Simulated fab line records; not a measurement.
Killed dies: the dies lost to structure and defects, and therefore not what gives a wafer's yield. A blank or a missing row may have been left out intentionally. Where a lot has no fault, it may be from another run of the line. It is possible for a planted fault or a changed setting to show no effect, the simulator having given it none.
Which tool is to blame?	flow nand_harc	Sampling: 12 lots, 36 wafers, 6 of 1302 route steps

WHAT THE GAUGES SHOWED, per wafer
NHARC_P_GATE_CD_MEAS_11: the cd target is 1640 nm. Usual: cd_nm 1640.9 nm, standard deviation 2.6.
lot	measured	on	cd_nm (nm)	flag
L560	day 4 20:46	cd_sem-03	1638.9 1641.5 1639.5	
L561	day 5 12:04	cd_sem-02	1641.5 1644.2 1645.2	
L562	day 6 02:56	cd_sem-01	1640.1 1644.0 1638.1	
L566	day 7 06:52	cd_sem-02	- - -	OFF
L568	day 8 04:14	cd_sem-03	1639.3 1643.0 1641.5	
L575	day 11 04:35	cd_sem-01	1645.9 1643.2 1646.6	
L576	day 11 15:59	cd_sem-03	1638.3 1642.8 1643.7	
L577	day 12 07:17	cd_sem-03	1642.2 1637.4 1640.2	
L578	day 12 16:03	cd_sem-03	1635.9 1635.7 1640.9	
L579	day 12 20:40	cd_sem-03	1641.0 1641.1 1637.8	
L580	day 13 07:24	cd_sem-01	1643.5 1639.7 1641.9	
L582	day 13 18:46	cd_sem-02	1640.1 1638.3 1639.3	

NHARC_P_GATE_OVL_MEAS_27. Usual: overlay_x_nm 0.0 nm, standard deviation 0.87; overlay_y_nm 0.0 nm, standard deviation 1.1.
lot	measured	on	overlay_x_nm (nm)	overlay_y_nm (nm)	flag
L560	day 5 12:04	overlay-01	0.9 1.1 0.7	2.1 1.5 2.1	
L561	day 6 06:40	overlay-01	-0.7 -0.4 -0.9	0.3 0.2 -0.2	
L562	day 6 18:20	overlay-02	-1.0 -1.2 -0.8	-0.4 0.1 0.0	
L566	day 7 21:26	overlay-02	1.7 0.8 1.9	-0.2 -0.6 0.1	
L568	day 8 19:34	overlay-01	0.3 0.4 0.6	0.3 0.1 0.9	
L575	day 11 18:33	overlay-01	1.5 1.1 1.3	-0.8 -0.8 -0.6	
L576	day 12 06:33	overlay-01	1.0 0.7 0.9	-0.4 -0.3 -0.1	
L577	day 13 01:13	overlay-01	1.1 0.7 0.2	0.9 1.4 0.5	
L578	day 13 07:08	overlay-01	-1.5 -1.3 -1.0	-1.8 -1.3 -1.3	
L579	day 13 10:59	overlay-01	-1.0 -0.7 -0.6	-1.7 -1.6 -1.8	
L580	day 14 02:17	overlay-01	-0.8 -0.7 -1.0	-0.4 -0.2 -0.4	
L582	day 14 11:09	overlay-02	-0.2 -0.1 -0.2	0.4 -0.2 0.3	

NHARC_END_SORT_01. Usual: killed_at_array 47, standard deviation 18; killed_at_other 0.9, standard deviation 1.1; killed_at_periphery 4, standard deviation 3.1; killed_dies 52, standard deviation 18; killed_open 3.1, standard deviation 1.5; killed_short 2.4, standard deviation 1.5.
lot	measured	on	killed_at_array	killed_at_other	killed_at_periphery	killed_dies	killed_open	killed_short	flag
L560	day 24 16:52	prober-01	67 35 41	1 1 0	1 0 2	69 36 43	3 2 2	2 1 1	
L561	day 25 16:05	prober-01	28 18 24	0 2 0	2 5 2	30 25 26	2 3 6	3 1 2	
L562	day 26 19:14	prober-01	76 43 81	2 1 0	6 0 3	84 44 84	4 2 3	0 1 6	
L566	day 27 03:50	prober-01	42 43 37	1 0 0	634 634 640	677 677 677	3 2 0	1 4 3	OFF
L568	day 28 05:11	prober-02	32 28 30	1 3 1	2 4 3	35 35 34	2 4 2	2 1 1	
L575	day 30 18:03	prober-01	47 30 48	0 2 1	1 2 1	48 34 50	4 1 3	3 2 2	
L576	day 31 01:01	prober-02	48 51 71	0 2 0	0 1 2	48 54 73	2 3 2	2 1 3	
L577	day 32 19:52	prober-01	65 64 56	0 1 2	1 1 3	66 66 61	3 2 2	1 3 4	
L578	day 32 06:06	prober-01	44 50 57	2 0 0	1 2 2	47 52 59	0 3 5	2 4 1	
L579	day 33 06:11	prober-02	46 49 54	1 4 2	8 1 5	55 54 61	3 6 4	1 2 1	
L580	day 33 12:17	prober-01	36 26 24	1 0 0	5 4 3	42 30 27	2 2 4	1 1 4	
L582	day 33 13:56	prober-02	59 43 54	4 1 3	4 3 2	67 47 59	4 3 4	1 1 2	

EACH LOT AND THE TOOL THAT RAN IT (in order: tool; ch and the chambers of the sampled wafers; start)
lot	NHARC_P_ZERO_WELL_ETCH_63	NHARC_P_ZERO_WELL_RTA_42	NHARC_P_GATE_EXPOSE_08
L560	rie_si-02 ch 1,2,3, day 2 07:45	rtp_anneal-01 ch 0, day 2 13:06	krf_scanner-02 ch 0, day 4 20:36
L561	rie_si-06 ch 0,1,3, day 2 17:33	rtp_anneal-02 ch 0, day 2 23:08	krf_scanner-01 ch 0, day 5 11:55
L562	rie_si-01 ch 0,3, day 3 03:46	rtp_anneal-02 ch 0, day 3 09:10	krf_scanner-02 ch 0, day 6 02:47
L566	rie_si-01 ch 0,1,3, day 4 19:41	rtp_anneal-02 ch 0, day 5 00:59	krf_scanner-02 ch 0, day 7 06:42
L568	rie_si-02 ch 0,2, day 5 15:41	rtp_anneal-01 ch 0, day 5 20:53	krf_scanner-04 ch 0, day 8 04:05
L575	rie_si-01 ch 0,1,2, day 8 13:39	rtp_anneal-02 ch 0, day 8 19:12	krf_scanner-04 ch 0, day 11 04:26
L576	rie_si-06 ch 0,1,2, day 8 23:36	rtp_anneal-01 ch 0, day 9 04:55	krf_scanner-01 ch 0, day 11 15:50
L577	rie_si-06 ch 0,1,3, day 9 09:41	rtp_anneal-01 ch 0, day 9 14:45	krf_scanner-04 ch 0, day 12 07:08
L578	rie_si-06 ch 1,3, day 9 19:45	rtp_anneal-01 ch 0, day 10 01:07	krf_scanner-01 ch 0, day 12 15:53
L579	rie_si-01 ch 1,3, day 10 05:41	rtp_anneal-01 ch 0, day 10 10:49	krf_scanner-04 ch 0, day 12 20:31
L580	rie_si-06 ch 2,3, day 10 15:43	rtp_anneal-01 ch 0, day 10 20:49	krf_scanner-02 ch 0, day 13 07:14
L582	rie_si-01 ch 0,1,3, day 11 11:40	rtp_anneal-02 ch 0, day 11 16:57	krf_scanner-04 ch 0, day 13 18:37
- NHARC_P_ZERO_WELL_ETCH_63: etches the open film in HBr/Cl2, target depth 120 nm, time 40.1 s.
- NHARC_P_ZERO_WELL_RTA_42: time 300 s.
- NHARC_P_GATE_EXPOSE_08: exposes mask P HV.

AS READ BY THE TOOLS THEMSELVES (means over the sampled wafers that have a number; for cases with no such wafer, the mark the record gives instead)
NHARC_P_ZERO_WELL_ETCH_63. Usual: drypump_motor_current_A 5.6 A, standard deviation 0.51; oes_product_au 0.998 a.u., standard deviation 0.014; throttle_valve_pct 26.408 %, standard deviation 0.0091.
lot	tool	drypump_motor_current_A (A)	oes_product_au (a.u.)	throttle_valve_pct (%)	flag
L560	rie_si-02	5.7	0.996	26.411	
L561	rie_si-06	5.7	0.991	26.409	
L562	rie_si-01	5.7	1.003	26.404	
L566	rie_si-01	5.6	1.002	26.410	
L568	rie_si-02	5.9	0.997	26.412	
L575	rie_si-01	5.6	1.003	26.406	
L576	rie_si-06	5.8	1.012	26.409	
L577	rie_si-06	5.7	0.990	26.409	
L578	rie_si-06	5.3	0.980	26.414	
L579	rie_si-01	5.5	0.986	26.413	
L580	rie_si-06	5.0	0.981	26.396	
L582	rie_si-01	5.6	0.991	26.420	

NHARC_P_ZERO_WELL_RTA_42. Usual: anneal_temp_c_max 1104.4, standard deviation 1.5; lamp_power_pct 42.6 %, standard deviation 2.7; lamp_zone_5_pct 42.6 %, standard deviation 2.7; wafer_temp_C_max 1106.0, standard deviation 1.2.
lot	tool	anneal_temp_c_max	lamp_power_pct (%)	lamp_zone_5_pct (%)	wafer_temp_C_max	flag
L560	rtp_anneal-01	1103.6	40.4	40.4	1106.2	
L561	rtp_anneal-02	1106.7	45.8	45.8	1106.2	
L562	rtp_anneal-02	1106.3	45.8	45.8	1106.7	
L566	rtp_anneal-02	1104.6	45.8	45.8	1106.0	
L568	rtp_anneal-01	1103.3	40.4	40.4	1106.6	
L575	rtp_anneal-02	1106.0	45.8	45.8	1106.0	
L576	rtp_anneal-01	1103.4	40.4	40.3	1105.2	
L577	rtp_anneal-01	1103.0	40.3	40.3	1105.3	
L578	rtp_anneal-01	1103.2	40.3	40.3	1106.1	
L579	rtp_anneal-01	1103.5	40.3	40.3	1106.6	
L580	rtp_anneal-01	1103.4	40.3	40.3	1105.7	
L582	rtp_anneal-02	1105.4	45.6	45.7	1106.4	

THE ANSWER, worked out from the rows above alone
Rule: a lot is off if the mean of its wafers that have a number lies more than 3 standard deviations from the usual mean. A lot without any number at a reading at which 4 lots or more have one is off too. The other lots that the step has rows for count as sound. After the gauges, taken in route order, come the tools' own readings; for these a lot's mean is taken, as printed above. The first step at which some lot is off is used, and at that step the reading that is off furthest; a lot without a number counts as furthest.
Off: L566, at NHARC_P_GATE_CD_MEAS_11 (cd_nm). Without a number there: L566.
If a tool, at a process step before that reading, ran all the lots that are off and no sound lot after the first of them, it fits. The gauges at NHARC_P_GATE_CD_MEAS_11 aren't tried: what is off there is off at NHARC_END_SORT_01 too, on other tools, and a gauge's error can't cause that. Not one of the candidates tried fits.

WHAT WAS PUT IN BY THE SIMULATOR
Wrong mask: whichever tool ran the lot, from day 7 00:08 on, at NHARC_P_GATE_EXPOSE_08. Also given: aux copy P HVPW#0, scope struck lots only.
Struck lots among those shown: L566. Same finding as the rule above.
